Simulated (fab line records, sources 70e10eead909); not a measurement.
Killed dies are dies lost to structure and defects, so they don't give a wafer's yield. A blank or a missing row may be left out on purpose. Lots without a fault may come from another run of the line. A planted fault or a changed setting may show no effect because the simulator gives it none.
Which tool did it? | flow nand_harc | 12 lots, 36 wafers sampled, at 3 steps of a route of 1159

WHAT THE GAUGES READ, wafer by wafer
NHARC_A_BLC_INSPECT_12.
lot  | measured     | on                | raw_defect_count
L076 | day 18 10:20 | defect_inspect-02 | 29 32 22
L075 | day 18 20:27 | defect_inspect-02 | 30 22 25
L081 | day 19 02:38 | defect_inspect-02 | 48 30 33
L082 | day 19 18:20 | defect_inspect-02 | 25 24 36
L084 | day 19 22:52 | defect_inspect-02 | 42 35 24
L086 | day 20 04:10 | defect_inspect-02 | 48 52 43
L087 | day 20 07:40 | defect_inspect-01 | 24 13 12
L091 | day 21 18:06 | defect_inspect-01 | 33 33 21
L088 | day 21 20:23 | defect_inspect-02 | 49 46 51
L092 | day 22 01:00 | defect_inspect-01 | 32 46 38
L094 | day 22 06:53 | defect_inspect-01 | 28 31 34
L097 | day 23 06:35 | defect_inspect-01 | 42 42 45

WHICH TOOL RAN EACH LOT (tool, then ch and the chambers of the sampled wafers, then the start)
lot  | NHARC_A_CONTACT_ETCH_133             | NHARC_A_CONTACT_STRIP_82
L076 | har_cap_etch-02 ch 0,1, day 17 22:25 | rie_diel-12 ch 2,3, day 18 10:20 or earlier
L075 | har_cap_etch-01 ch 1, day 18 05:11   | rie_diel-12 ch 1,2, day 18 20:27 or earlier
L081 | har_cap_etch-02 ch 0,1, day 18 12:23 | rie_diel-12 ch 1,3, day 19 02:38 or earlier
L082 | har_cap_etch-03 ch 0,1, day 19 00:39 | rie_diel-13 ch 0,1,3, day 19 18:20 or earlier
L084 | har_cap_etch-02 ch 0,1, day 19 09:53 | rie_diel-13 ch 0,2,3, day 19 22:52 or earlier
L086 | har_cap_etch-01 ch 1, day 19 16:08   | rie_diel-12 ch 1,3, day 20 04:10 or earlier
L087 | har_cap_etch-01 ch 0,1, day 19 21:23 | rie_diel-12 ch 0,3, day 20 07:40 or earlier
L091 | har_cap_etch-03 ch 0,1, day 21 01:26 | rie_diel-12 ch 1,2, day 21 18:06 or earlier
L088 | har_cap_etch-01 ch 0,1, day 21 04:56 | rie_diel-09 ch 0,1,3, day 21 20:23 or earlier
L092 | har_cap_etch-03 ch 0,1, day 21 10:35 | rie_diel-13 ch 0,1,3, day 22 01:00 or earlier
L094 | har_cap_etch-03 ch 0,1, day 21 19:38 | rie_diel-09 ch 0,1, day 22 06:53 or earlier
L097 | har_cap_etch-03 ch 0,1, day 22 19:34 | rie_diel-12 ch 0,2,3, day 23 06:35 or earlier
- NHARC_A_CONTACT_ETCH_133: etches the open film in C4F8/O2/Ar, time 195 s, target depth 840 nm.
- NHARC_A_CONTACT_STRIP_82: strips in O2.

THE ANSWER, worked out from the rows above alone
Rule: what is usual is taken from the lots themselves. Put in order of their means at a reading, lots are off if they are a third of the lots or fewer, leave a main group of 4 or more, and stand apart from it by a gap of 3 or more times the standard deviation of the main group's means; of several such gaps the widest counts. A main group whose means are all the same, to the digits that the tables above print for the reading, isn't used. A lot without any number at a reading at which 4 lots or more have one is off too. The other lots that the step has rows for count as sound.
No lot is off at any reading shown: from this, nothing can be told.

WHAT THE SIMULATOR HAD PUT IN
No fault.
